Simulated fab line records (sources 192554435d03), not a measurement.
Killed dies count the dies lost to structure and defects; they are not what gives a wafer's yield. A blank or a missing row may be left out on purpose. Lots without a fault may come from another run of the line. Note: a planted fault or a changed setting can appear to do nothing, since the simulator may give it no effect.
Split-lot experiment + flow n5-finfet + route with 1938 steps; 7 lots, 39 wafers read

== THE SPLIT ==
At N5_BEOL_M13_ETCH_59 (etches BARC in N2/H2, target depth 89 nm, overetch 26.7 nm, time 67.9 s), the setting time-s was moved away from the recipe's 67.9 s on 15 of the 39 wafers read, by -46.5% to +57.9%. The other wafers ran this setting at the recipe's value.

Split to reading: the file shows no intervening step.

== THE READING ==
coat_of_BEOL_M13_COAT_04.thk-nm (the simulator's own value, which no gauge read), in nm, at N5_BEOL_M13_VIA_ETCH_16 (etches SiOC in C4F8/O2/Ar, target depth 921.7 nm). The file does not state a usual value for it. Average 71.9 nm, standard deviation 4.4 nm, over the 24 wafers here run with the recipe.

| wafer  | tool, chamber at the split | time-s as run, s | against the recipe | coat_of_BEOL_M13_COAT_04.thk-nm, nm | against lot-mates on the recipe |
|--------|----------------------------|------------------|--------------------|-------------------------------------|---------------------------------|
| L074.2 | rie-diel-03, 1             | 67.9             | recipe             | 77.4                                | -                               |
| L074.5 | rie-diel-03, 0             | 67.9             | recipe             | 65.4                                | -                               |
| L074.6 | rie-diel-03, 3             | 67.9             | recipe             | 73.8                                | -                               |
| L082.1 | rie-diel-01, 2             | 67.9             | recipe             | 72.8                                | -                               |
| L082.2 | rie-diel-01, 1             | 67.9             | recipe             | 79.4                                | -                               |
| L082.3 | rie-diel-01, 0             | 67.9             | recipe             | 74.8                                | -                               |
| L082.4 | rie-diel-01, 3             | 67.9             | recipe             | 66                                  | -                               |
| L082.5 | rie-diel-01, 2             | 67.9             | recipe             | 74.6                                | -                               |
| L082.6 | rie-diel-01, 1             | 67.9             | recipe             | 77.6                                | -                               |
| L084.1 | rie-diel-05, 3             | 67.9             | recipe             | 79                                  | -                               |
| L084.2 | rie-diel-05, 1             | 50.29            | -25.9%             | 92.8                                | +18.0                           |
| L084.3 | rie-diel-05, 2             | 67.9             | recipe             | 73.2                                | -                               |
| L084.4 | rie-diel-05, 0             | 50.29            | -25.9%             | 91.4                                | +16.6                           |
| L084.5 | rie-diel-05, 2             | 50.29            | -25.9%             | 87.6                                | +12.8                           |
| L084.6 | rie-diel-05, 1             | 67.9             | recipe             | 72.2                                | -                               |
| L085.1 | rie-diel-01, 1             | 67.9             | recipe             | 73                                  | -                               |
| L085.2 | rie-diel-01, 2             | 40.12            | -40.9%             | 101.4                               | +32.2                           |
| L085.3 | rie-diel-01, 0             | 40.12            | -40.9%             | 102.2                               | +33.0                           |
| L085.4 | rie-diel-01, 3             | 67.9             | recipe             | 65.6                                | -                               |
| L085.5 | rie-diel-01, 0             | 67.9             | recipe             | 69                                  | -                               |
| L085.6 | rie-diel-01, 3             | 40.12            | -40.9%             | 96.4                                | +27.2                           |
| L086.1 | rie-diel-05, 2             | 67.9             | recipe             | 70                                  | -                               |
| L086.2 | rie-diel-05, 3             | 107.2            | +57.9%             | 43.6                                | -27.1                           |
| L086.3 | rie-diel-05, 0             | 67.9             | recipe             | 75.4                                | -                               |
| L086.4 | rie-diel-05, 1             | 107.2            | +57.9%             | 34.6                                | -36.1                           |
| L086.5 | rie-diel-05, 1             | 107.2            | +57.9%             | 34.2                                | -36.5                           |
| L086.6 | rie-diel-05, 0             | 67.9             | recipe             | 66.8                                | -                               |
| L089.1 | rie-diel-01, 2             | 67.9             | recipe             | 66.8                                | -                               |
| L089.2 | rie-diel-01, 1             | 38.79            | -42.9%             | 101.8                               | +31.9                           |
| L089.3 | rie-diel-01, 3             | 38.79            | -42.9%             | 98.8                                | +28.9                           |
| L089.4 | rie-diel-01, 1             | 67.9             | recipe             | 73.2                                | -                               |
| L089.5 | rie-diel-01, 3             | 67.9             | recipe             | 69.6                                | -                               |
| L089.6 | rie-diel-01, 2             | 38.79            | -42.9%             | 89.8                                | +19.9                           |
| L091.1 | rie-diel-05, 2             | 36.36            | -46.5%             | 97                                  | +27.1                           |
| L091.2 | rie-diel-05, 0             | 36.36            | -46.5%             | 105                                 | +35.1                           |
| L091.3 | rie-diel-05, 3             | 36.36            | -46.5%             | 104.2                               | +34.3                           |
| L091.4 | rie-diel-05, 1             | 67.9             | recipe             | 74                                  | -                               |
| L091.5 | rie-diel-05, 3             | 67.9             | recipe             | 71.6                                | -                               |
| L091.6 | rie-diel-05, 2             | 67.9             | recipe             | 64                                  | -                               |

THE FIT
A straight line over all 39 wafers: coat_of_BEOL_M13_COAT_04.thk-nm changes by -0.624 nm for each +1% of time-s; r = -0.97; the points scatter about the line by 4.4 nm.
The same after taking each lot's own level away (the mean of its wafers on the recipe; 39 wafers): -0.637 nm for each +1%; r = -0.97; scatter 4.2 nm.
On that fit, the largest move of time-s shifts the reading by 37 nm.
Measured against the standard deviation above, the lots' own levels, which go from 69.20 to 74.80 nm, span 1.3 times it.
Hence the lot-to-lot level has little effect on the slope; both slopes agree.
Check: with one of the wafers moved furthest among these (+57.9%) left out of the fit, the line predicts -38.1 nm for it against its lot-mates. It came out at -27.1 nm against them.

== OTHER SPLITS ON THESE WAFERS ==
These wafers also went through other splits before the reading. Each is held against what the fit with the lots' levels taken away leaves over:
| other split on the same wafers            | wafers away from the commonest value | r with coat_of_BEOL_M13_COAT_04.thk-nm (lot level and that fit taken away) |
|-------------------------------------------|--------------------------------------|----------------------------------------------------------------------------|
| N5_BEOL_M12_TRENCH_ETCH_34 target-depth-a | 18                                   | -0.11                                                                      |

== THE WHOLE CHAIN: every reading that the file lists as answering this split, in the file's order ==
| step                    | what it does                                                            | reading                                                                          | change (the file's fit)                                                              | r (the file's) |
|-------------------------|-------------------------------------------------------------------------|----------------------------------------------------------------------------------|--------------------------------------------------------------------------------------|----------------|
| N5_BEOL_M13_ETCH_59     | etches BARC in N2/H2, target depth 89 nm, overetch 26.7 nm, time 67.9 s | etch.depth-nm (the simulator's own value, which no gauge read)                   | not straight: 59.89 at the lowest setting, 89.09 at the recipe, 89.14 at the highest | not given      |
| N5_BEOL_M13_ETCH_59     | etches BARC in N2/H2, target depth 89 nm, overetch 26.7 nm, time 67.9 s | coat_of_BEOL_M13_COAT_04.thk-nm (the simulator's own value, which no gauge read) | -0.623 nm for each +1% of the setting                                                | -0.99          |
| N5_BEOL_M13_VIA_ETCH_16 | etches SiOC in C4F8/O2/Ar, target depth 921.7 nm                        | coat_of_BEOL_M13_COAT_04.thk-nm (the simulator's own value, which no gauge read) | -0.644 nm for each +1% of the setting                                                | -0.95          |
| N5_BEOL_M13_STRIP_63    | strips in N2/H2                                                         | strip-time-to-endpoint-s                                                         | withheld for each +1% of the setting                                                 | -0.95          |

== FILE'S OWN FIT ==
coat_of_BEOL_M13_COAT_04.thk-nm changes by -0.644 nm for each +1% of time-s, r = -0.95.
